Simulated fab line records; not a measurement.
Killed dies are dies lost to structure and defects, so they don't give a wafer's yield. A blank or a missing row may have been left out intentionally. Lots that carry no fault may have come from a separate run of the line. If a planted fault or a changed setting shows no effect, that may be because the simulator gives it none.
Code-filled problem report in 8D (eight disciplines) form / flow n5_finfet / the parts of the form that need people (team, actions taken, sign-off) are left out

## 1. THE ISSUE
Wafers without a fault read 1499.8 rpm, standard deviation 0.99; spin_speed_rpm at N5_BEOL_M6_COAT_60 reads a mean of 1400.3 rpm on 6 wafers belonging to 2 lots. So: -99 or more standard deviations from the usual mean.
The step: time 60 s, resist thk 35 nm.
First observed at day 12 05:49: wafer L416.3, on litho_track-05. The record has a number at this step for 12 wafers belonging to 4 lots. By rule, "out" or "out of limits" means more than 4 standard deviations away from the usual mean. All remaining wafers that have a number are taken as sound.

## 2. WHAT IT IS; WHAT IT IS NOT
question=which readings at this step | is=spin_speed_rpm | is not=chill_plate_temp_C
question=which lots | is=L416, L420 | is not=L407, L423
question=which wafers of those lots | is=all that have a number | is not=-
question=read on which tools | is=litho_track-05 | is not=litho_track-03
question=when | is=from day 12 05:49 | is not=up to then (3 sound wafers); but 3 sound wafers of L423 came after

## 3. SUSPECTS, AND WHAT RULES EACH OUT
Counting: a tool at any process step up to the reading remains a suspect when it ran all the lots that are out and ran no sound lot after the first of those.
- litho_track-05 at N5_BEOL_M6_COAT_60 (time 60 s, resist thk 35 nm): kept. Every lot that is out went through it, starting with L416 (day 12 05:49), and after that it ran no sound lot; the last sound lot it ran before then is L407 (day 10 03:47). Its own spin_speed_rpm readings are out on those wafers.
Left after counting: litho_track-05 at N5_BEOL_M6_COAT_60.

## 4. THE CAUSE (what the simulator had put in)
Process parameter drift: litho_track-05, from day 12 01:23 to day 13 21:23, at N5_BEOL_M6_COAT_60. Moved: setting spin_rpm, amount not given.
Counting left only this tool.

## 5. THE CHAIN OF EFFECTS, in route order
One row per reading whose mean, taken over the struck wafers that have a number, lies over 3 standard deviations from the usual. Readings are gone through only where the record gives a usual standard deviation; hours: the median, over the lots, of the time from a lot's start at the first step in this table giving one to that lot's start at this step; sigmas: the change measured in usual standard deviations.
hours=0; step=N5_BEOL_M6_COAT_60; reading=spin_speed_rpm; usual=1499.8 rpm; on struck wafers=1400.3; change=-99.5; sigmas=-99 or more
Its process steps:
- N5_BEOL_M6_COAT_60: time 60 s, resist thk 35 nm.

## 6. HOW IT WOULD HAVE BEEN CAUGHT EARLIER
In this record the first reading out of limits was taken at day 12 05:49, 4 hours after the fault began at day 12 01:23.
